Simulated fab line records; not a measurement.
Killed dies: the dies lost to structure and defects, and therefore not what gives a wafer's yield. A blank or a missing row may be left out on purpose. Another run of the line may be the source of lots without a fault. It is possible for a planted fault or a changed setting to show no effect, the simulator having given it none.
Which tool did it?	flow nand-harc	Sampling: 13 lots, 39 wafers, 4 of 1159 route steps

WHAT THE GAUGES SHOWED, per wafer
NHARC_P_START_INSPECT_01.
lot	measured	on	raw-defect-count
L272	day 1 12:02	defect-inspect-02	2 3 4
L273	day 1 18:02	defect-inspect-02	3 4 0
L274	day 2 00:02	defect-inspect-02	6 4 1
L275	day 2 06:02	defect-inspect-02	8 3 3
L276	day 2 12:02	defect-inspect-01	3 4 4
L279	day 3 06:02	defect-inspect-01	3 4 5
L280	day 3 12:02	defect-inspect-01	8 4 0
L281	day 3 18:02	defect-inspect-01	3 7 2
L286	day 5 00:02	defect-inspect-01	3 5 2
L291	day 6 06:02	defect-inspect-01	3 2 5
L292	day 6 12:02	defect-inspect-02	2 5 5
L293	day 6 18:02	defect-inspect-01	3 6 1
L295	day 7 06:02	defect-inspect-02	5 4 3

NHARC_P_ZERO_WELL_CD_MEAS_52 targets a cd of 2000 nm.
lot	measured	on	cd-nm (nm)
L272	day 1 17:48	cd-sem-02	2001.9 1999.8 2001.9
L273	day 1 23:55	cd-sem-01	1998.0 1999.9 1998.2
L274	day 2 05:55	cd-sem-02	2000.1 2000.2 2000.7
L275	day 2 11:53	cd-sem-01	2000.0 1999.7 2001.0
L276	day 2 17:53	cd-sem-02	2000.0 2002.1 2001.6
L279	day 3 11:47	cd-sem-01	2002.8 2001.5 1999.9
L280	day 3 17:44	cd-sem-02	1928.9 1927.6 1928.2
L281	day 3 23:52	cd-sem-01	2000.0 2001.2 1999.7
L286	day 5 05:59	cd-sem-01	1999.5 1997.8 1997.9
L291	day 6 11:46	cd-sem-01	1998.0 2000.4 2001.2
L292	day 6 17:44	cd-sem-03	2001.4 2000.3 2001.2
L293	day 6 23:47	cd-sem-02	2004.0 2002.0 2002.0
L295	day 7 11:49	cd-sem-02	1999.4 1997.9 1999.5

EACH LOT AND THE TOOL THAT RAN IT (in order: tool; ch and the chambers of the sampled wafers; start)
lot	NHARC_P_ZERO_WELL_DESCUM_26	NHARC_P_ZERO_WELL_EXPOSE_49
L272	rie-diel-03 ch 0,1,2, day 1 14:45	krf-scanner-04 ch 0, day 1 17:38
L273	rie-diel-02 ch 0,1,3, day 1 20:49	krf-scanner-02 ch 0, day 1 23:46
L274	rie-diel-02 ch 0,1,3, day 2 02:47	krf-scanner-04 ch 0, day 2 05:46
L275	rie-diel-02 ch 0,2,3, day 2 08:48	krf-scanner-02 ch 0, day 2 11:44
L276	rie-diel-02 ch 1,2, day 2 14:44	krf-scanner-03 ch 0, day 2 17:44
L279	rie-diel-12 ch 0,1,2, day 3 08:46	krf-scanner-04 ch 0, day 3 11:38
L280	rie-diel-03 ch 1,2,3, day 3 14:44	krf-scanner-03 ch 0, day 3 17:35
L281	rie-diel-03 ch 0,1,3, day 3 20:51	krf-scanner-03 ch 0, day 3 23:42
L286	rie-diel-12 ch 1,2,3, day 5 02:51	krf-scanner-02 ch 0, day 5 05:50
L291	rie-diel-02 ch 0,1,3, day 6 08:40	krf-scanner-03 ch 0, day 6 11:37
L292	rie-diel-03 ch 0,3, day 6 14:44	krf-scanner-04 ch 0, day 6 17:35
L293	rie-diel-03 ch 0,1, day 6 20:37	krf-scanner-03 ch 0, day 6 23:37
L295	rie-diel-03 ch 0,1,3, day 7 08:41	krf-scanner-03 ch 0, day 7 11:40
- NHARC_P_ZERO_WELL_DESCUM_26: chemistry O2, time 3 s.
- NHARC_P_ZERO_WELL_EXPOSE_49: exposes mask P HVPW, target cd 2000 nm.

WHAT THE TOOLS THEMSELVES READ (means of the sampled wafers that have a number; where no wafer has one, the mark that the record gives instead)
NHARC_P_ZERO_WELL_DESCUM_26.
lot	tool	drypump-motor-current-A (A)	oes-product-au (a.u.)	rf-vpp-V (V)	showerhead-plenum-p-Torr (Torr)	throttle-valve-pct (%)
L272	rie-diel-03	5.6	1.002	57.6	1.93	11.305
L273	rie-diel-02	5.9	1.003	57.9	1.94	11.312
L274	rie-diel-02	5.9	0.995	58.0	1.94	11.310
L275	rie-diel-02	5.7	1.009	57.0	1.95	11.319
L276	rie-diel-02	6.2	1.002	57.6	1.95	11.305
L279	rie-diel-12	5.7	0.995	57.9	1.86	11.314
L280	rie-diel-03	5.6	1.000	57.7	1.96	11.313
L281	rie-diel-03	5.7	1.000	57.9	1.94	11.312
L286	rie-diel-12	5.5	1.013	57.5	1.89	11.307
L291	rie-diel-02	5.9	0.997	58.2	1.94	11.314
L292	rie-diel-03	6.1	1.000	57.8	1.92	11.312
L293	rie-diel-03	5.4	0.996	58.1	1.96	11.308
L295	rie-diel-03	5.7	0.997	57.6	1.94	11.325

THE ANSWER, worked out from the rows above alone
Rule: usual is defined by the lots themselves. The widest of any qualifying gaps counts: lots, ordered by their means at a reading, are off when they make up no more than a third of the lots, leave a main group of 4 or more, and stand apart from it by 3 or more times the standard deviation of that group's means. Not used: any main group whose means are identical at the precision the tables above print for the reading. Also off: a lot with no number at a reading for which 4 or more lots have one. The other lots that the step has rows for count as sound. After the gauges, taken in route order, come the tools' own readings; for these a lot's mean is taken, as printed above. The first step at which some lot is off is used, and at that step the reading that is off furthest; a lot without a number counts as furthest.
Off: L280, at NHARC_P_ZERO_WELL_CD_MEAS_52 (cd-nm). Main group: mean 2000.4 nm, sd 1.2.
If a tool, at a process step before that reading, ran all the lots that are off and no sound lot after the first of them, it fits. The gauges at NHARC_P_ZERO_WELL_CD_MEAS_52 are tried like those tools. None of those tried fits.

WHAT WAS PUT IN BY THE SIMULATOR
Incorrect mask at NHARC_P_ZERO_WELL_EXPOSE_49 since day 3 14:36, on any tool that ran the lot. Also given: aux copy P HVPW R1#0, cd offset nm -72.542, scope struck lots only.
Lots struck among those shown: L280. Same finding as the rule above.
